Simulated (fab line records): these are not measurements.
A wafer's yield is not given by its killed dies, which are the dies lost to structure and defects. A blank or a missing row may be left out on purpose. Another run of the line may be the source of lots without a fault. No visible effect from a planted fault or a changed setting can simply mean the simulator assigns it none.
fab line records + flow n5Finfet
[record]
- lots = 7
- wafers = 21
route steps=1938 shown SD_EPI_N@268 SDB@373 DUMMY_REMOVAL@377 MOL_CONTACT_COAG@535 BEOL_M0_SAQP@632
startH: the number of hours between the record's first day and the start of the first shown wafer of the lot + waitH: time in hours since the lot's previous step + " repeats the value in the row above + L1.1+2: a single row standing in for several wafers + - value missing, or start not given + * or withheld: withheld + < > ~ a bound
route shown NAME@n: names a module that has steps shown in the file, with the first one's number in the route + usual: mean/standard deviation of fault-free wafers + same: alike in all rows + chamber/n: place in a boat + sites: per-site readings + _std_site: the standard deviation of these + _edge_site: the outer-site mean with the inner-site mean subtracted + radiusMm: for every site, how far away it sits from the centre of the wafer + mask NAME#n: copy n + behind: the last tool/chamber to shape the wafer + hold: reason for holding the lot/hours on hold/outcome of the hold + device: the transistor (n, p or np) that didn't switch + end of line: tests of these same wafers at the route's end + a step with no rows: only its recipe + killed: not the wafer's yield, but the dies lost to structure and defects at the first sort + map: the dies of a wafer, with x for killed, . for not killed, _ for no die there
set.NAME: the run value of the setting; set.NAME@STEP: its run value at that earlier step + model.NAME: the simulator's own value behind a step, which no gauge read
lots whose settings were changed on purpose; a table a step, a row a wafer
[[steps]]
[step N5_SD_EPI_N_PEB_07]
[recipe]
- pebTempC = 110
- pebTimeS = 60
- resist = CAR-ArF-block
| lot.wafer  | tool          | chamber | startH | waitH | set.pebTempC |
|------------|---------------|---------|--------|-------|--------------|
| L077.3     | lithoTrack-01 | 0       | 66.63  | 0.0   | 113.7        |
| L077.5+6   | "             | 0       | "      | "     | 110          |
| L078.1+2+3 | lithoTrack-02 | 0       | 72.35  | 0.1   | 110          |
| L083.4+6   | lithoTrack-01 | 0       | 102.80 | 0.0   | 110          |
| L083.5     | "             | 0       | "      | "     | 107.2        |
| L086.1+4+5 | lithoTrack-03 | 0       | 120.10 | 0.1   | 110          |
| L087.1     | lithoTrack-01 | 0       | 128.00 | 0.1   | 110          |
| L087.4+6   | "             | 0       | "      | "     | 111.6        |
| L088.2     | lithoTrack-02 | 0       | 133.35 | 0.0   | 108.4        |
| L088.3+5   | "             | 0       | "      | "     | 110          |
| L092.2     | lithoTrack-01 | 0       | 155.70 | 0.0   | 112          |
| L092.3+5   | "             | 0       | "      | "     | 110          |
[step N5_SD_EPI_N_DEVELOP_08]
[recipe]
- developTimeS = 30
- developer = TMAH
- resist = CAR-ArF-block
- devTempC = 23
- rinseLiquid = diw
- dry = airSpin
[step N5_SD_EPI_N_CD_MEAS_09]
[recipe]
- targetCdNm = 120
- landingEnergyEv = 500
- detector = seInlens
[usual]
- cdNm = 119.9/0.65
| lot.wafer | tool     | chamber | startH | waitH | set.pebTempC@SD_EPI_N_PEB_07 | cdNm  |
|-----------|----------|---------|--------|-------|------------------------------|-------|
| L077.3    | cdSem-01 | 0       | 66.70  | -     | 113.7                        | 128.0 |
| L077.5    | "        | 0       | "      | "     | 110                          | 118.4 |
| L077.6    | "        | 0       | "      | "     | 110                          | 118.4 |
| L078.1    | cdSem-02 | 0       | 72.42  | -     | 110                          | 119.9 |
| L078.2    | "        | 0       | "      | "     | 110                          | 120.3 |
| L078.3    | "        | 0       | "      | "     | 110                          | 120.2 |
| L083.4    | cdSem-01 | 0       | 102.87 | -     | 110                          | 119.1 |
| L083.5    | "        | 0       | "      | "     | 107.2                        | 111.9 |
| L083.6    | "        | 0       | "      | "     | 110                          | 119.5 |
| L086.1    | cdSem-01 | 0       | 120.17 | -     | 110                          | 119.7 |
| L086.4    | "        | 0       | "      | "     | 110                          | 120.0 |
| L086.5    | "        | 0       | "      | "     | 110                          | 120.0 |
| L087.1    | cdSem-01 | 0       | 128.06 | -     | 110                          | 119.6 |
| L087.4    | "        | 0       | "      | "     | 111.6                        | 123.7 |
| L087.6    | "        | 0       | "      | "     | 111.6                        | 123.2 |
| L088.2    | cdSem-01 | 0       | 133.42 | -     | 108.4                        | 115.8 |
| L088.3    | "        | 0       | "      | "     | 110                          | 119.8 |
| L088.5    | "        | 0       | "      | "     | 110                          | 120.1 |
| L092.2    | cdSem-01 | 0       | 155.77 | -     | 112                          | 124.0 |
| L092.3    | "        | 0       | "      | "     | 110                          | 119.0 |
| L092.5    | "        | 0       | "      | "     | 110                          | 119.2 |
[step N5_SD_EPI_N_DESCUM_14]
[recipe]
- chemistry = O2
- timeS = 7.9
- sourcePowerW = 50
- biasPowerW = 20
- pressureMtorr = 20
- rfFrequencyHz = 2.712e+07
- tempC = 40
- resist = CAR-ArF-block
- o2FlowSccm = 225
| lot.wafer | tool       | chamber | startH | waitH | set.pebTempC@SD_EPI_N_PEB_07 | model.SD_EPI_N.cdNm |
|-----------|------------|---------|--------|-------|------------------------------|---------------------|
| L077.3    | rieDiel-02 | 0       | 66.79  | 0.0   | 113.7                        | 127.8               |
| L077.5+6  | "          | 3,2     | "      | "     | 110                          | 118.4               |
| L078.1+2  | rieDiel-02 | 0,3     | 73.16  | 0.7   | 110                          | 120.2               |
| L078.3    | "          | 2       | "      | "     | 110                          | 119.8               |
| L083.4    | rieDiel-04 | 1       | 102.95 | 0.0   | 110                          | 119.4               |
| L083.5    | "          | 3       | "      | "     | 107.2                        | 112.2               |
| L083.6    | "          | 2       | "      | "     | 110                          | 119.2               |
| L086.1    | rieDiel-02 | 3       | 120.26 | 0.0   | 110                          | 119.8               |
| L086.4+5  | "          | 0,3     | "      | "     | 110                          | 120.2               |
| L087.1    | rieDiel-04 | 2       | 128.15 | 0.0   | 110                          | 119.8               |
| L087.4    | "          | 2       | "      | "     | 111.6                        | 124                 |
| L087.6    | "          | 3       | "      | "     | 111.6                        | 123.6               |
| L088.2    | rieDiel-04 | 0       | 133.60 | 0.1   | 108.4                        | 115.8               |
| L088.3    | "          | 3       | "      | "     | 110                          | 120.2               |
| L088.5    | "          | 1       | "      | "     | 110                          | 120.6               |
| L092.2    | rieDiel-01 | 0       | 155.85 | 0.0   | 112                          | 124                 |
| L092.3    | "          | 1       | "      | "     | 110                          | 119.2               |
| L092.5    | "          | 0       | "      | "     | 110                          | 119.6               |
[step N5_SD_EPI_N_ETCH_34]
[recipe]
- chemistry = CF4
- target = SiARC
- targetDepthA = 455
- maskMaterial = CAR-ArF-block
- timeS = 75.8
- ionEnergyEv = 80
- pressureMtorr = 40
- sourceW = 545
- biasW = 36
- Ar_flow_sccm = 100
- cf4FlowSccm = 100
- ends = cleared
[usual]
- etchRfOnTimeS = 75.2/1.1
| lot.wafer | tool       | chamber | startH | waitH | set.spinRpm@SD_EPI_N_COAT_33 | etchRfOnTimeS | model.etch.depthNm | model.CAR-ArF-block_of_SD_EPI_N_COAT_03.thkNm |
|-----------|------------|---------|--------|-------|------------------------------|---------------|--------------------|-----------------------------------------------|
| L077.3    | rieDiel-02 | 0       | 66.82  | 0.0   | 1370                         | 79.9          | 36.86              | 108.4                                         |
| L077.5    | "          | 3       | "      | "     | 1500                         | 75.7          | 35.16              | 110.4                                         |
| L077.6    | "          | 2       | "      | "     | 1370                         | 79.6          | 36.89              | 108.6                                         |
| L078.1    | rieDiel-02 | 0       | 73.19  | 0.0   | 1500                         | 76.3          | 35.08              | 111.4                                         |
| L078.2    | "          | 3       | "      | "     | 1654                         | 72.5          | 33.47              | 112.4                                         |
| L078.3    | "          | 2       | "      | "     | 1500                         | 75.6          | 34.95              | 110.6                                         |
| L083.4    | rieDiel-04 | 1       | 102.99 | 0.0   | 1500                         | 77.2          | 35.22              | 111.6                                         |
| L083.5    | "          | 3       | "      | "     | 1613                         | 72.6          | 33.86              | 112.2                                         |
| L083.6    | "          | 2       | "      | "     | 1500                         | 77.8          | 35.28              | 110.8                                         |
| L086.1    | rieDiel-02 | 3       | 120.29 | 0.0   | 1500                         | 76.0          | 34.96              | 111.4                                         |
| L086.4    | "          | 0       | "      | "     | 1500                         | 76.4          | 34.97              | 111.6                                         |
| L086.5    | "          | 3       | "      | "     | 1500                         | 76.0          | 35.03              | 111.6                                         |
| L087.1    | rieDiel-04 | 2       | 128.19 | 0.0   | 1567                         | 72.8          | 34.19              | 111.8                                         |
| L087.4    | "          | 2       | "      | "     | 1567                         | 72.9          | 34.21              | 111.4                                         |
| L087.6    | "          | 3       | "      | "     | 1567                         | 72.7          | 34.21              | 111.4                                         |
| L088.2    | rieDiel-04 | 0       | 133.64 | 0.0   | 1500                         | 74.0          | 35.14              | 111                                           |
| L088.3    | "          | 3       | "      | "     | 1500                         | 74.6          | 35.18              | 111.4                                         |
| L088.5    | "          | 1       | "      | "     | 1500                         | 76.8          | 35.11              | 111                                           |
| L092.2    | rieDiel-01 | 0       | 155.89 | 0.0   | 1500                         | 73.6          | 34.91              | 110.4                                         |
| L092.3    | "          | 1       | "      | "     | 1500                         | 73.8          | 34.9               | 110.8                                         |
| L092.5    | "          | 0       | "      | "     | 1500                         | 73.1          | 34.84              | 111                                           |
[step N5_SD_EPI_N_ETCH_35]
[recipe]
- chemistry = N2/H2
- target = SOC
- overetchA = 1080
- maskMaterial = SiARC
- tempC = 40
- ionEnergyEv = 100
- sourceW = 3000
- biasW = 133
- pressureMtorr = 20
- timeS = 486
- n2FlowSccm = 200
- h2FlowSccm = 200
[usual]
- rfVppV = 240.8/1.3
| lot.wafer | tool       | chamber | startH | waitH | set.sourceW | set.pebTempC@SD_EPI_N_PEB_07 | rfVppV | model.SD_EPI_N.cdNm |
|-----------|------------|---------|--------|-------|-------------|------------------------------|--------|---------------------|
| L077.3    | rieDiel-02 | 0       | 66.88  | 0.0   | 3000        | 113.7                        | 240.9  | 128.6               |
| L077.5    | "          | 3       | "      | "     | 2511        | 110                          | 256.1  | 115.8               |
| L077.6    | "          | 2       | "      | "     | 2511        | 110                          | 255.4  | 116.8               |
| L078.1    | rieDiel-02 | 0       | 73.25  | 0.0   | 3000        | 110                          | 241.2  | 120.8               |
| L078.2    | "          | 3       | "      | "     | 3000        | 110                          | 241.5  | 121.6               |
| L078.3    | "          | 2       | "      | "     | 2814        | 110                          | 244.9  | 119                 |
| L083.4    | rieDiel-04 | 1       | 103.05 | 0.0   | 3140        | 110                          | 236.2  | 121                 |
| L083.5    | "          | 3       | "      | "     | 3140        | 107.2                        | 237.8  | 111.2               |
| L083.6    | "          | 2       | "      | "     | 3140        | 110                          | 235.8  | 119                 |
| L086.1    | rieDiel-02 | 3       | 120.35 | 0.0   | 3000        | 110                          | 239.2  | 120.4               |
| L086.4    | "          | 0       | "      | "     | 3000        | 110                          | 241.1  | 121.4               |
| L086.5    | "          | 3       | "      | "     | 3000        | 110                          | 240.1  | 120.4               |
| L087.1    | rieDiel-04 | 2       | 128.24 | 0.0   | 3000        | 110                          | 242.8  | 119.4               |
| L087.4    | "          | 2       | "      | "     | 3000        | 111.6                        | 241.8  | 123                 |
| L087.6    | "          | 3       | "      | "     | 3000        | 111.6                        | 242.1  | 123.2               |
| L088.2    | rieDiel-04 | 0       | 133.69 | 0.0   | 3000        | 108.4                        | 241.9  | 115                 |
| L088.3    | "          | 3       | "      | "     | 2672        | 110                          | 251.5  | 118                 |
| L088.5    | "          | 1       | "      | "     | 2672        | 110                          | 249.4  | 119                 |
| L092.2    | rieDiel-01 | 0       | 155.94 | 0.0   | 3000        | 112                          | 241.7  | 123.8               |
| L092.3    | "          | 1       | "      | "     | 3000        | 110                          | 239.9  | 119.4               |
| L092.5    | "          | 0       | "      | "     | 3000        | 110                          | 243.3  | 119.4               |
[step N5_SD_EPI_N_STRIP_36]
[recipe]
- chemistry = N2/H2
- tempC = 40
- n2FlowSccm = 200
- h2FlowSccm = 200
- rfFrequencyHz = 6e+07
[step N5_SD_EPI_N_ETCHBACK_44]
[recipe]
- chemistry = CH3F/O2
- mode = anisotropicEtchback
- target = SiNx
- targetDepthA = 145
- stopOn = SiO2
- overEtchFrac = 0.3
- ionEnergyEv = 120
- pressureMtorr = 30
- sourceW = 395
- biasW = 73
- Ar_flow_sccm = 150
- CH3F_flow_sccm = 30
- O2_flow_sccm = 20
| lot.wafer | tool       | chamber | startH | waitH | set.pebTempC@SD_EPI_N_PEB_07 | model.SD_EPI_N.cdNm |
|-----------|------------|---------|--------|-------|------------------------------|---------------------|
| L077.3    | rieDiel-02 | 0       | 67.20  | 0.0   | 113.7                        | 128.6               |
| L077.5    | "          | 3       | "      | "     | 110                          | 115.8               |
| L077.6    | "          | 2       | "      | "     | 110                          | 116.8               |
| L078.1    | rieDiel-02 | 0       | 73.57  | 0.0   | 110                          | 120.8               |
| L078.2    | "          | 3       | "      | "     | 110                          | 121.6               |
| L078.3    | "          | 2       | "      | "     | 110                          | 119.2               |
| L083.4    | rieDiel-04 | 1       | 103.37 | 0.0   | 110                          | 121                 |
| L083.5    | "          | 3       | "      | "     | 107.2                        | 111.2               |
| L083.6    | "          | 2       | "      | "     | 110                          | 119.2               |
| L086.1+5  | rieDiel-02 | 3       | 120.67 | 0.0   | 110                          | 120.4               |
| L086.4    | "          | 0       | "      | "     | 110                          | 121.4               |
| L087.1    | rieDiel-04 | 2       | 128.57 | 0.0   | 110                          | 119.4               |
| L087.4+6  | "          | 2,3     | "      | "     | 111.6                        | 123.2               |
| L088.2    | rieDiel-04 | 0       | 134.02 | 0.0   | 108.4                        | 115                 |
| L088.3    | "          | 3       | "      | "     | 110                          | 118                 |
| L088.5    | "          | 1       | "      | "     | 110                          | 119                 |
| L092.2    | rieDiel-01 | 0       | 156.27 | 0.0   | 112                          | 123.8               |
| L092.3+5  | "          | 1,0     | "      | "     | 110                          | 119.4               |
[step N5_SD_EPI_N_ETCH_45]
[recipe]
- chemistry = CH3F/O2
- target = SiOCN
- targetDepthA = 60
- maskMaterial = SOC
- ionEnergyEv = 60
- biasW = 29
- pressureMtorr = 15
- sourceW = 410
- Ar_flow_sccm = 150
- CH3F_flow_sccm = 30
- O2_flow_sccm = 20
| lot.wafer | tool       | chamber | startH | waitH | set.targetDepthA | model.etch.depthNm |
|-----------|------------|---------|--------|-------|------------------|--------------------|
| L077.3    | rieDiel-02 | 0       | 67.30  | 0.1   | 60               | 5.916              |
| L077.5    | "          | 3       | "      | "     | 60               | 6.017              |
| L077.6    | "          | 2       | "      | "     | 60               | 5.977              |
| L078.1    | rieDiel-02 | 0       | 73.67  | 0.1   | 55.52            | 5.43               |
| L078.2    | "          | 3       | "      | "     | 60               | 5.911              |
| L078.3    | "          | 2       | "      | "     | 55.52            | 5.507              |
| L083.4    | rieDiel-04 | 1       | 103.47 | 0.1   | 60               | 5.903              |
| L083.5    | "          | 3       | "      | "     | 60               | 6.064              |
| L083.6    | "          | 2       | "      | "     | 53.26            | 5.214              |
| L086.1    | rieDiel-02 | 3       | 120.77 | 0.1   | 60               | 5.903              |
| L086.4    | "          | 0       | "      | "     | 60               | 5.853              |
| L086.5    | "          | 3       | "      | "     | 60               | 5.914              |
| L087.1    | rieDiel-04 | 2       | 128.67 | 0.1   | 60               | 6.09               |
| L087.4    | "          | 2       | "      | "     | 56.8             | 5.752              |
| L087.6    | "          | 3       | "      | "     | 60               | 6.073              |
| L088.2    | rieDiel-04 | 0       | 134.12 | 0.1   | 60               | 6.247              |
| L088.3    | "          | 3       | "      | "     | 63.74            | 6.531              |
| L088.5    | "          | 1       | "      | "     | 60               | 5.955              |
| L092.2+5  | rieDiel-01 | 0       | 156.37 | 0.1   | 53.23            | 5.486              |
| L092.3    | "          | 1       | "      | "     | 60               | 6.107              |
[step N5_SDB_ALD_29]
[recipe]
- material = SiNx
- targetThkA = 300
- tempC = 400
- aldPrecursorFamily = SiH2I2
- aldCoReactant = N2/H2-plasma
- pulseTimeS = 1
- aldCycles = 600
- purgeTimeS = 2
- coReactantPurgeTimeS = 2
- pressureTorr = 2
| lot.wafer  | tool      | chamber | startH | waitH | set.aldCycles | model.SiNx_of_SDB_ALD_29.thkNm |
|------------|-----------|---------|--------|-------|---------------|--------------------------------|
| L077.3+5   | aldSin-02 | 0       | 83.82  | 0.0   | 600           | 30                             |
| L077.6     | "         | 1       | 85.17  | 1.4   | 631           | 31.4                           |
| L078.1     | aldSin-01 | 3       | 91.86  | 0.8   | 646           | 32                             |
| L078.2+3   | "         | 1,0     | "      | "     | 646           | 32.2                           |
| L083.4     | aldSin-01 | 1       | 120.09 | 0.0   | 554           | 27.6                           |
| L083.5     | "         | 3       | 121.45 | 1.4   | 600           | 29.8                           |
| L083.6     | "         | 2       | "      | "     | 600           | 30                             |
| L086.1+4+5 | aldSin-02 | 2,1,1   | 137.72 | 0.0   | 600           | 30                             |
| L087.1+6   | aldSin-02 | 1       | 144.75 | 0.0   | 600           | 30                             |
| L087.4     | "         | 2       | "      | "     | 522           | 26                             |
| L088.2     | aldSin-04 | 0       | 150.79 | 0.0   | 574           | 28.8                           |
| L088.3     | "         | 3       | "      | "     | 574           | 28.6                           |
| L088.5     | "         | 0       | 152.15 | 1.4   | 600           | 30                             |
| L092.2+5   | aldSin-04 | 2,0     | 172.96 | 0.0   | 600           | 30                             |
| L092.3     | "         | 3       | "      | "     | 517           | 25.8                           |
[step N5_SDB_CMP_30]
[recipe]
- stopOn = poly-Si
- tOverpolishS = 1.54
- postCmpClean = alkalineBrush
- downForcePsi = 4.1491
- platenRpm = 51.796
- padVelocityMS = 1.0306
- targetThkNm = 30
| lot.wafer  | tool   | chamber | startH | waitH | set.aldCycles@SDB_ALD_29 | model.SiNx_of_SDB_ALD_29.thkNm |
|------------|--------|---------|--------|-------|--------------------------|--------------------------------|
| L077.3+5   | cmp-02 | 0,2     | 86.67  | 1.5   | 600                      | 30                             |
| L077.6     | "      | 1       | "      | "     | 631                      | 29.2                           |
| L078.3     | cmp-03 | 3       | 94.60  | 1.4   | 646                      | 29.8                           |
| L078.1     | "      | 0       | "      | "     | 646                      | 30                             |
| L078.2     | "      | 1       | "      | "     | 646                      | 29.6                           |
| L083.4     | cmp-03 | 0       | 122.90 | 1.5   | 554                      | 27.6                           |
| L083.5     | "      | 2       | "      | "     | 600                      | 29.8                           |
| L083.6     | "      | 3       | "      | "     | 600                      | 30                             |
| L086.4+1+5 | cmp-02 | 2,1,2   | 140.46 | 1.4   | 600                      | 30                             |
| L087.4     | cmp-03 | 0       | 147.52 | 1.4   | 522                      | 26                             |
| L087.1+6   | "      | 2,0     | "      | "     | 600                      | 30                             |
| L088.3     | cmp-02 | 3       | 153.66 | 1.5   | 574                      | 28.6                           |
| L088.2     | "      | 1       | "      | "     | 574                      | 28.8                           |
| L088.5     | "      | 2       | "      | "     | 600                      | 30                             |
| L092.2+5   | cmp-01 | 1,0     | 175.74 | 1.4   | 600                      | 30                             |
| L092.3     | "      | 2       | "      | "     | 517                      | 25.8                           |
[step N5_DUMMY_REMOVAL_HM_STRIP_01]
[recipe]
- chemistry = CH3F/O2
- material = SiNx
- targetDepthA = 40
- stopOn = poly-Si
- timeS = 6.8
- overEtchFrac = 0.3
- ionEnergyEv = 60
- powerW = 410
- biasW = 29
- Ar_flow_sccm = 150
- CH3F_flow_sccm = 30
- O2_flow_sccm = 20
| lot.wafer | tool       | chamber | startH | waitH | set.aldCycles@SDB_ALD_29 | model.SiNx_of_SDB_ALD_29.thkNm |
|-----------|------------|---------|--------|-------|--------------------------|--------------------------------|
| L077.3+5  | rieDiel-06 | 1,0     | 86.91  | 0.0   | 600                      | 29.4                           |
| L077.6    | "          | 3       | "      | "     | 631                      | 28.6                           |
| L078.1    | rieDiel-05 | 0       | 95.20  | 0.3   | 646                      | 29.4                           |
| L078.2    | "          | 3       | "      | "     | 646                      | 29                             |
| L078.3    | "          | 1       | "      | "     | 646                      | 29.2                           |
| L083.4    | rieDiel-06 | 0       | 123.18 | 0.0   | 554                      | 27                             |
| L083.5    | "          | 3       | "      | "     | 600                      | 29                             |
| L083.6    | "          | 2       | "      | "     | 600                      | 29.4                           |
| L086.1+4  | rieDiel-06 | 0,1     | 140.88 | 0.1   | 600                      | 29.4                           |
| L086.5    | "          | 3       | "      | "     | 600                      | 29.2                           |
| L087.1+6  | rieDiel-06 | 1,2     | 147.84 | 0.0   | 600                      | 29.4                           |
| L087.4    | "          | 0       | "      | "     | 522                      | 25.6                           |
| L088.2    | rieDiel-05 | 1       | 154.17 | 0.2   | 574                      | 28.2                           |
| L088.3    | "          | 3       | "      | "     | 574                      | 28                             |
| L088.5    | "          | 0       | "      | "     | 600                      | 29.4                           |
| L092.2+5  | rieDiel-06 | 3,1     | 176.05 | 0.0   | 600                      | 29.4                           |
| L092.3    | "          | 1       | "      | "     | 517                      | 25.2                           |
[step N5_MOL_CONTACT_COAG_CONTACT_ETCH_14]
[recipe]
- chemistry = C4F6/O2
- target = SiO2
- targetDepthA = 275
- overetchA = 85
- maskMaterial = SOC
- pressureMtorr = 30
- sourceW = 370
- biasW = 185
- Ar_flow_sccm = 300
- C4F6_flow_sccm = 16
- O2_flow_sccm = 10
- timeS = 20
- ionEnergyEv = 259.6
[usual]
- rfVppV = 693.4/2.5
| lot.wafer | tool       | chamber | startH | waitH | set.sourceW | rfVppV |
|-----------|------------|---------|--------|-------|-------------|--------|
| L077.3    | rieDiel-01 | 0       | 104.88 | 0.0   | 319.4       | 726.6  |
| L077.5    | "          | 0       | "      | "     | 370         | 695.1  |
| L077.6    | "          | 3       | "      | "     | 319.4       | 727.3  |
| L078.1    | rieDiel-01 | 3       | 113.09 | 0.0   | 370         | 697.5  |
| L078.2    | "          | 0       | "      | "     | 370         | 695.4  |
| L078.3    | "          | 1       | "      | "     | 370         | 689.9  |
| L083.4    | rieDiel-01 | 1       | 141.55 | 0.0   | 316         | 720.5  |
| L083.5    | "          | 3       | "      | "     | 370         | 697.2  |
| L083.6    | "          | 2       | "      | "     | 316         | 733.1  |
| L086.1    | rieDiel-04 | 3       | 159.03 | 0.0   | 370         | 694.2  |
| L086.4    | "          | 1       | "      | "     | 370         | 691.9  |
| L086.5    | "          | 1       | "      | "     | 370         | 690.7  |
| L087.1    | rieDiel-01 | 0       | 165.26 | 0.0   | 310.4       | 732.0  |
| L087.4    | "          | 2       | "      | "     | 370         | 698.4  |
| L087.6    | "          | 1       | "      | "     | 310.4       | 725.7  |
| L088.2    | rieDiel-01 | 1       | 171.77 | 0.0   | 370         | 689.2  |
| L088.3    | "          | 0       | "      | "     | 370         | 695.1  |
| L088.5    | "          | 0       | "      | "     | 327.5       | 719.3  |
| L092.2    | rieDiel-02 | 2       | 197.54 | 0.0   | 316.9       | 720.2  |
| L092.3    | "          | 1       | "      | "     | 316.9       | 724.1  |
| L092.5    | "          | 3       | "      | "     | 316.9       | 726.5  |
[step N5_BEOL_M0_SAQP_PECVD_00]
[recipe]
- material = SiCN
- targetThkA = 80
- tempC = withheld
- precursor = 3MS/NH3
- pressureTorr = 3
- rfW = 202
- timeS = 14
| lot.wafer  | tool     | chamber | startH | waitH | set.timeS | model.SiCN_of_BEOL_M0_SAQP_PECVD_00.thkNm |
|------------|----------|---------|--------|-------|-----------|-------------------------------------------|
| L077.3+5   | pecvd-02 | 1       | 123.38 | 0.1   | 14        | 8                                         |
| L077.6     | "        | 0       | "      | "     | 15.86     | 9                                         |
| L078.1     | pecvd-04 | 2       | 128.11 | 0.2   | 14        | 7.8                                       |
| L078.2     | "        | 1       | "      | "     | 12.18     | 7                                         |
| L078.3     | "        | 0       | "      | "     | 12.18     | 6.8                                       |
| L083.4+5+6 | pecvd-01 | 1,0,2   | 158.21 | 0.1   | 14        | 8                                         |
| L086.1+4+5 | pecvd-01 | 1,0,1   | 176.20 | 0.2   | 14        | 8.2                                       |
| L087.1     | pecvd-01 | 2       | 184.90 | 0.2   | 14        | 8                                         |
| L087.4     | "        | 1       | "      | "     | 12.09     | 6.8                                       |
| L087.6     | "        | 0       | "      | "     | 12.09     | 7                                         |
| L088.2+5   | pecvd-04 | 1,0     | 189.87 | 0.2   | 14        | 8                                         |
| L088.3     | "        | 0       | "      | "     | 14        | 7.8                                       |
| L092.2+3   | pecvd-02 | 0,1     | 215.08 | 0.2   | 14.99     | 8.6                                       |
| L092.5     | "        | 0       | "      | "     | 14        | 8.2                                       |
[[key]]
[split]
- step = N5_SD_EPI_N_PEB_07
- setting = pebTempC
- stated = 110
- by = wafer
[response]
- step = N5_SD_EPI_N_CD_MEAS_09
- reading = cdNm
- change = +2.83
- per = 1%
- r = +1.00
[response]
- step = N5_SD_EPI_N_DESCUM_14
- reading = model.SD_EPI_N.cdNm
- change = +2.79
- per = 1%
- r = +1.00
[response]
- step = N5_SD_EPI_N_ETCH_35
- reading = model.SD_EPI_N.cdNm
- change = +3.25
- per = 1%
- r = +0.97
[response]
- step = N5_SD_EPI_N_ETCHBACK_44
- reading = model.SD_EPI_N.cdNm
- change = +3.26
- per = 1%
- r = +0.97
[split]
- step = N5_SD_EPI_N_ETCH_35
- setting = sourceW
- stated = 3000
- by = wafer
[response]
- step = N5_SD_EPI_N_ETCH_35
- reading = rfVppV
- change = -0.847
- per = 1%
- r = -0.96
[split]
- step = N5_SD_EPI_N_ETCH_45
- setting = targetDepthA
- stated = 60
- by = wafer
[response]
- step = N5_SD_EPI_N_ETCH_45
- reading = model.etch.depthNm
- change = +0.0621
- per = 1%
- r = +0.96
[split]
- step = N5_SDB_ALD_29
- setting = aldCycles
- stated = 600
- by = wafer
[response]
- step = N5_SDB_ALD_29
- reading = model.SiNx_of_SDB_ALD_29.thkNm
- change = +0.303
- per = 1%
- r = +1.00
[response]
- step = N5_SDB_CMP_30
- reading = model.SiNx_of_SDB_ALD_29.thkNm
- change = +0.278
- per = 1%
- r = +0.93
[response]
- step = N5_DUMMY_REMOVAL_HM_STRIP_01
- reading = model.SiNx_of_SDB_ALD_29.thkNm
- change = +0.271
- per = 1%
- r = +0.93
[split]
- step = N5_MOL_CONTACT_COAG_CONTACT_ETCH_14
- setting = sourceW
- stated = 370
- by = wafer
[response]
- step = N5_MOL_CONTACT_COAG_CONTACT_ETCH_14
- reading = rfVppV
- change = -2.11
- per = 1%
- r = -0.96
[split]
- step = N5_BEOL_M0_SAQP_PECVD_00
- setting = timeS
- stated = 14
- by = wafer
[response]
- step = N5_BEOL_M0_SAQP_PECVD_00
- reading = model.SiCN_of_BEOL_M0_SAQP_PECVD_00.thkNm
- change = +0.0736
- per = 1%
- r = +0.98
split outsideThisFile step=N5_SD_EPI_N_COAT_33 setting=spinRpm
// split outsideThisFile: this setting was split too, and the file shows its column; the key of that split is in another file
